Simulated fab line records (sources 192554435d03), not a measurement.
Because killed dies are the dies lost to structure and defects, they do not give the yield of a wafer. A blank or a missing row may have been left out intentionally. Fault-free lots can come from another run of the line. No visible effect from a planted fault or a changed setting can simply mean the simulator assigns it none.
Chamber matching	flow n5-finfet	N5_BEOL_M7_CMP_52 on cmp-01: 4 sister chambers
The step polishes, stops on SiCOH lowk, t overpolish 6.9 s, target thk 80 nm. 4 wafers are shown with their chamber, then 7 later ones without.

WAFERS PAIRED WITH THEIR CHAMBERS
wafer	chamber	motor-current-A (A)
L085.3	0	6.7
L085.4	3	5.9
L086.1	1	5.9
L086.2	2	6.7

WAFERS MISSING THEIR CHAMBER
wafer	motor-current-A (A)
L086.6	6.7
L092.1	6.5
L092.2	6.2
L092.6	5.5
L096.1	6.7
L096.5	5.9
L096.6	6.8

WHICH CHAMBER EACH ONE RAN IN
wafer	from the rows above	in truth
L086.6	can't be placed: 0 or 2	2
L092.1	can't be placed: 0 or 2 or 1 or 3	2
L092.2	can't be placed: 1 or 3 or 0 or 2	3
L092.6	can't be placed: 1 or 3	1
L096.1	can't be placed: 0 or 2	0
L096.5	can't be placed: 1 or 3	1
L096.6	can't be placed: 0 or 2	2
Correctly placed: 0 of 7. Can't be placed from these rows: 7 (the true chamber is among the candidates in 7). 0 placed wrongly.
How it was worked out, from the rows above alone: a wafer's distance from a chamber is the root of the sum, over the readings, of the square of ((its reading less the chamber's mean) divided by the reading's scatter). The wafer belongs to the nearest chamber; if the next one is less than 2 further off, it can't be placed. A chamber's mean is the mean of its shown wafers. The scatter: root of mean squared gap, hidden wafer to nearest shown wafer, with one shown wafer a chamber.
